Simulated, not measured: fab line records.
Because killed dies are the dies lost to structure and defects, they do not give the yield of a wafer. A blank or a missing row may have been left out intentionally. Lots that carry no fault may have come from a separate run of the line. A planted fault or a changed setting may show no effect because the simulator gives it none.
fab line records	flow nand-harc
record: lots: 14	wafers: 42	last-day: 24
route steps=1159 shown P_BONDPAD@385 A_ONON_D1@428 A_CHANNEL_HOLE_D1@451 END@1159
lots with no fault: from the same line, run without faults
start-h: start of the lot's first displayed wafer, in hours after the record's first day	wait-h: time in hours since the lot's previous step	" as in the row above	L1.1+2: several wafers, shown together as one row	- no value, or no start was given	* or withheld: withheld	< > ~ a bound
route shown NAME@n: a module of which the file shows steps, and the number in the route of the first	usual: the fault-free wafers' mean and standard deviation	same: alike in all rows	chamber/n: place in a boat	sites: per-site readings	_std_site: the values' standard deviation	_edge_site: inner sites' mean taken away from outer sites' mean	radius-mm: for every site, how far away it sits from the centre of the wafer	mask NAME#n: copy n	behind: the most recent tool/chamber to have shaped the wafer	hold: cause of the lot's hold/its duration in hours/its outcome	device: transistor that didn't switch, given as n, p or np	end of line: the route-end tests of the same wafers	a step without rows: its recipe alone	killed: at the first sort, the dies lost to defects and structure; wafer yield is something else	map: a wafer's dies, x killed, . not, _ none there
set.NAME: the setting as run; set.NAME@STEP: as run at that earlier step	model.NAME: the simulator's own value behind a step, which no gauge read
one table for each step of the route and one row for each wafer, over a sample of lots
services: a tool's chamber out of use, with start hour (start-h, from the record's first day; less than 0 if before it), hours out, and reason
== steps ==
step: NHARC_P_BONDPAD_INSPECT_23
usual: raw-defect-count: 325/120
lot.wafer	tool	chamber	start-h	wait-h	raw-defect-count
L660.2	defect-inspect-02	-	138.60	0.0	349
L660.4	"	-	"	"	388
L660.6	"	-	"	"	409
L661.2	defect-inspect-01	-	145.34	0.0	248
L661.3	"	-	"	"	249
L661.5	"	-	"	"	389
L664.2	defect-inspect-01	-	158.22	0.0	545
L664.3	"	-	"	"	317
L664.5	"	-	"	"	339
L666.2	defect-inspect-01	-	160.89	0.0	288
L666.5	"	-	"	"	327
L666.6	"	-	"	"	373
L665.3	defect-inspect-02	-	161.18	0.0	231
L665.4	"	-	"	"	414
L665.5	"	-	"	"	295
L667.2	defect-inspect-02	-	173.22	0.0	212
L667.4	"	-	"	"	264
L667.6	"	-	"	"	246
L669.1	defect-inspect-02	-	190.10	0.0	492
L669.2	"	-	"	"	277
L669.3	"	-	"	"	311
L671.2	defect-inspect-02	-	197.28	0.0	404
L671.3	"	-	"	"	328
L671.4	"	-	"	"	244
L670.3	defect-inspect-01	-	198.09	0.0	453
L670.4	"	-	"	"	618
L670.5	"	-	"	"	442
L674.2	defect-inspect-02	-	210.70	0.0	204
L674.5	"	-	"	"	263
L674.6	"	-	"	"	210
L672.1	defect-inspect-02	-	212.49	0.0	210
L672.3	"	-	"	"	243
L672.4	"	-	"	"	281
L676.2	defect-inspect-01	-	229.71	0.0	589
L676.5	"	-	"	"	386
L676.6	"	-	"	"	237
L679.2	defect-inspect-01	-	247.41	0.0	296
L679.3	"	-	"	"	322
L679.5	"	-	"	"	391
L682.3	defect-inspect-02	-	268.02	0.0	369
L682.5	"	-	"	"	177
L682.6	"	-	"	"	246
step: NHARC_A_ONON_D1_DEP_06
recipe: target-thk-a: 10000	n2-flow-sccm: 2750	n2o-flow-sccm: 2000	nh3-flow-sccm: 500	sih4-flow-sccm: 210	temp-c: 400
usual: n2o-flow-sccm: 2000/5.7	nh3-flow-sccm: 499.7/1.6
lot.wafer	tool	chamber	start-h	wait-h	n2o-flow-sccm	nh3-flow-sccm
L660.2	pecvd-onon-02	0	165.06	0.1	1999	498.8
L660.4	"	0	"	"	2002	497.2
L660.6	"	0	"	"	2001	499.3
L661.2	pecvd-onon-02	0	169.89	0.1	1997	500.1
L661.3	"	0	"	"	1995	502.2
L661.5	"	0	"	"	2007	498.5
L664.2	pecvd-onon-03	0	181.66	0.1	1990	499.6
L664.3	"	0	"	"	1991	499.6
L664.5	"	0	"	"	1988	499.6
L666.2	pecvd-onon-01	0	185.43	0.1	1990	501.5
L666.5	"	0	"	"	1992	500.8
L666.6	"	0	"	"	2002	499.1
L665.3	pecvd-onon-03	0	185.49	0.2	2005	499.7
L665.4	"	0	"	"	2013	498.7
L665.5	"	0	"	"	1998	501.9
L667.2	pecvd-onon-02	0	197.79	0.1	2005	500.5
L667.4	"	0	"	"	1997	498.4
L667.6	"	0	"	"	2005	499.6
L669.1	pecvd-onon-02	0	214.83	0.1	2000	501.9
L669.2	"	0	"	"	2004	500.7
L669.3	"	0	"	"	1997	499.8
L671.2	pecvd-onon-01	0	222.32	0.1	1994	500.8
L671.3	"	0	"	"	1999	500.5
L671.4	"	0	"	"	1993	501.5
L670.3	pecvd-onon-03	0	222.37	0.2	2004	501.4
L670.4	"	0	"	"	1999	504.3
L670.5	"	0	"	"	2002	502.6
L672.1	pecvd-onon-01	0	235.08	0.1	2006	498.3
L672.3	"	0	"	"	2002	496.8
L672.4	"	0	"	"	2003	496.1
L674.2	pecvd-onon-02	0	235.14	0.1	2003	500.4
L674.5	"	0	"	"	2010	498.4
L674.6	"	0	"	"	1999	498.0
L676.2	pecvd-onon-03	0	254.55	0.1	2001	498.8
L676.5	"	0	"	"	1997	499.9
L676.6	"	0	"	"	2005	501.1
L679.2	pecvd-onon-03	0	272.71	0.1	2000	498.8
L679.3	"	0	"	"	2003	496.9
L679.5	"	0	"	"	1996	499.9
L682.3	pecvd-onon-01	0	289.62	0.2	2001	501.1
L682.5	"	0	"	"	2000	500.6
L682.6	"	0	"	"	1992	497.9
step: NHARC_A_ONON_D1_THK_MEAS_08
recipe: thk-meas-gauge: ellipsometry
usual: thk-nm: 998/10
lot.wafer	tool	chamber	start-h	wait-h	thk-nm
L660.2	film-metro-01	-	165.51	-	996
L660.4	"	-	"	"	994
L660.6	"	-	"	"	993
L661.2	film-metro-01	-	170.35	-	1009
L661.3	"	-	"	"	1008
L661.5	"	-	"	"	1010
L664.2	film-metro-02	-	182.11	-	1008
L664.3	"	-	"	"	1006
L664.5	"	-	"	"	1006
L665.3	film-metro-02	-	185.88	-	998
L665.4	"	-	"	"	997
L665.5	"	-	"	"	997
L666.2	film-metro-01	-	185.88	-	1011
L666.5	"	-	"	"	1011
L666.6	"	-	"	"	1012
L667.2	film-metro-01	-	198.26	-	996
L667.4	"	-	"	"	996
L667.6	"	-	"	"	995
L669.1	film-metro-01	-	215.35	-	1000
L669.2	"	-	"	"	998
L669.3	"	-	"	"	1001
L670.3	film-metro-02	-	222.76	-	993
L670.4	"	-	"	"	991
L670.5	"	-	"	"	993
L671.2	film-metro-01	-	222.77	-	1021
L671.3	"	-	"	"	1021
L671.4	"	-	"	"	1022
L672.1	film-metro-01	-	235.59	-	994
L672.3	"	-	"	"	997
L672.4	"	-	"	"	996
L674.2	film-metro-02	-	235.60	-	1005
L674.5	"	-	"	"	1005
L674.6	"	-	"	"	1004
L676.2	film-metro-02	-	255.02	-	652
L676.5	"	-	"	"	651
L676.6	"	-	"	"	651
L679.2	film-metro-02	-	273.16	-	671
L679.3	"	-	"	"	671
L679.5	"	-	"	"	673
L682.3	film-metro-02	-	290.02	-	994
L682.5	"	-	"	"	994
L682.6	"	-	"	"	993
step: NHARC_A_CHANNEL_HOLE_D1_DEP_01
recipe: target-thk-a: 1400	target-thk-nm: 140	temp-c: 400	pressure-torr: 3.5	flow-sccm: 200	rf-w: 350	material: SiON
usual: heater-power-w: 788/140
lot.wafer	tool	chamber	start-h	wait-h	heater-power-w
L660.2	pecvd-03	0	183.02	1.3	769
L660.4	"	0	"	"	776
L660.6	"	1	"	"	704
L661.3	pecvd-02	1	183.07	1.0	754
L661.2	"	0	"	"	850
L661.5	"	2	"	"	561
L664.3	pecvd-01	0	196.36	1.0	772
L664.2	"	2	"	"	783
L664.5	"	1	"	"	833
L665.3	pecvd-03	2	199.54	1.0	1081
L665.4	"	1	"	"	728
L665.5	"	2	"	"	1107
L666.2	pecvd-02	2	199.68	1.3	557
L666.5	"	2	"	"	569
L666.6	"	0	"	"	715
L667.2	pecvd-03	1	211.53	1.3	722
L667.4	"	2	"	"	1096
L667.6	"	0	"	"	773
L669.3	pecvd-01	1	234.05	1.0	838
L669.1	"	2	"	"	861
L669.2	"	0	"	"	699
L671.2	pecvd-01	0	236.74	1.3	824
L671.3	"	2	"	"	772
L671.4	"	0	"	"	813
L670.3	pecvd-02	2	237.24	1.0	494
L670.4	"	2	"	"	506
L670.5	"	0	"	"	770
L672.3	pecvd-03	0	249.47	1.0	764
L672.1	"	1	"	"	675
L672.4	"	0	"	"	779
L674.2	pecvd-03	2	250.34	1.4	1069
L674.5	"	2	"	"	1059
L674.6	"	0	"	"	704
L682.3	pecvd-01	2	305.20	1.0	849
L682.6	"	0	"	"	743
L682.5	"	1	"	"	1014
step: NHARC_END_SORT_01
recipe: temp-c: 25
usual: killed-at-array: 21/8.9	killed-at-other: 0.8/1.3	killed-at-periphery: 3.6/2.4	killed-dies: 26/8.9	killed-open: 3.1/1.8	killed-short: 1.9/1.3
same: gross-dies: 677
lot.wafer	tool	chamber	start-h	wait-h	killed-at-array	killed-at-other	killed-at-periphery	killed-dies	killed-open	killed-short
L676.2	prober-02	0	543.87	2.8	672	0	5	677	2	2
L676.5	prober-02	0	546.28	3.7	673	0	4	677	6	3
L676.6	prober-02	0	547.08	4.0	675	2	0	677	1	1
L679.2	prober-02	0	559.58	2.8	674	0	3	677	4	1
L679.3	prober-02	0	560.38	3.1	671	1	5	677	4	1
L679.5	prober-02	0	561.97	3.7	676	0	1	677	5	1
killed by level:class
L676.2 A_ONON_D1:area-dep=660 A_CHANNEL_HOLE_D1:chamber-film-flake=5 A_CONTACT:chamber-film-flake=3 A_CONTACT:geometric-particle:short=1 P_BONDPAD:geometric-particle:open=1 A_SGD_CUT:geometric-particle:open=1 A_WL_FILL:geometric-particle:short=1 P_ZERO_WELL:chamber-film-flake=1
L676.5 A_ONON_D1:area-dep=655 A_CONTACT:geometric-particle:open=5 P_GATE:chamber-film-flake=3 A_CHANNEL_FILL_D1:geometric-particle:short=2 A_ZERO_WELL:chamber-film-flake=2 A_CHANNEL_HOLE_D1:chamber-film-flake=2 A_CONTACT:geometric-particle:short=1 A_M1:geometric-particle:open=1
L676.6 A_ONON_D1:area-dep=665 A_CONTACT:chamber-film-flake=4 A_CHANNEL_HOLE_D1:chamber-film-flake=3 THIN_TSV:chamber-film-flake=2 A_M0:geometric-particle:open=1 A_M0:geometric-particle:short=1 A_STAIRCASE:chamber-film-flake=1
L679.2 A_ONON_D1:area-dep=655 A_SLIT:chamber-film-flake=10 A_CHANNEL_HOLE_D1:chamber-film-flake=4 A_STAIRCASE:chamber-film-flake=2 P_CONTACT:geometric-particle:open=1 P_M0:geometric-particle:open=1 A_CHANNEL_FILL_D1:geometric-particle:open=1 A_SGD_CUT:geometric-particle:short=1
L679.3 A_ONON_D1:area-dep=646 A_SLIT:chamber-film-flake=13 A_CHANNEL_HOLE_D1:chamber-film-flake=6 A_CONTACT:chamber-film-flake=2 P_CONTACT:geometric-particle:open=1 P_M0:geometric-particle:open=1 P_M2:geometric-particle:short=1 A_BLC:geometric-particle:open=1
L679.5 A_ONON_D1:area-dep=652 A_SLIT:chamber-film-flake=10 A_CHANNEL_HOLE_D1:chamber-film-flake=5 A_CONTACT:geometric-particle:open=2 P_M0:geometric-particle:open=1 A_SGD_CUT:geometric-particle:open=1 A_M0:geometric-particle:open=1 A_M0:geometric-particle:short=1
== services ==
tool	chamber	start-h	hours	kind
pecvd-02	-	153.00	13.0	pm
pecvd-02	0	153.00	13.0	vent-cycle
pecvd-onon-03	-	153.21	13.0	pm
pecvd-03	1	168.71	2.0	repair
pecvd-03	-	191.38	0.8	repair
pecvd-onon-01	-	195.00	13.0	pm
pecvd-01	1	216.04	15.7	repair
pecvd-01	-	237.10	13.0	pm
pecvd-01	0	237.10	13.0	vent-cycle
pecvd-01	1	237.10	13.0	vent-cycle
pecvd-01	2	237.10	13.0	vent-cycle
pecvd-01	0	250.10	-	clean
pecvd-01	1	250.10	-	clean
pecvd-01	2	250.10	-	clean
pecvd-03	0	259.99	4.8	repair
pecvd-01	-	269.52	1.0	repair
pecvd-onon-02	-	292.00	13.0	pm
pecvd-03	-	292.19	13.0	pm
pecvd-03	0	292.19	13.0	vent-cycle
pecvd-03	1	292.19	13.0	vent-cycle
pecvd-03	2	292.19	13.0	vent-cycle
pecvd-03	0	305.19	-	clean
pecvd-03	1	305.19	-	clean
pecvd-03	2	305.19	-	clean
== key ==
first-sign: step: NHARC_A_ONON_D1_THK_MEAS_08	reading: thk-nm	direction: down	sigmas: 34	usual: 998	struck: 661
effect: step: NHARC_END_SORT_01	reading: killed-at-array	direction: up	sigmas: 73	usual: 21	struck: 674
more-kills-born-at: NHARC_A_ONON_D1_DEP_06@pecvd-onon-03: 3933
met-at NHARC_A_ONON_D1_DEP_06
struck-lots L676,L679
struck-wafers L676.2,L676.5,L676.6,L679.2,L679.3,L679.5
later-rows-left-out L676.2,L676.5,L676.6,L679.2,L679.3,L679.5
tester-left-out L676,L679
not-acting-at NHARC_P_BONDPAD_INSPECT_23,NHARC_A_CHANNEL_HOLE_D1_DEP_01
onset-between 222.37 254.55
fault: kind: process-parameter-drift	tool: pecvd-onon-03	chamber: 0	onset-h: 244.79	steps: NHARC_A_ONON_D1_DEP_06	channel: target-thk-a	offset: *	shape: step	end-h: 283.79	acts-in: *	stated: *
tester-left-out: of these lots the tester's yield and bins aren't shown, on N5 and GAA mostly nor the transistor test; their killed dies are dies lost to structure and defects alone, not to doping, threshold or leakage, so they don't give the yield
later-rows-left-out: the simulator's readings of these wafers behind a module that went badly wrong aren't trusted and aren't shown, but for the sort
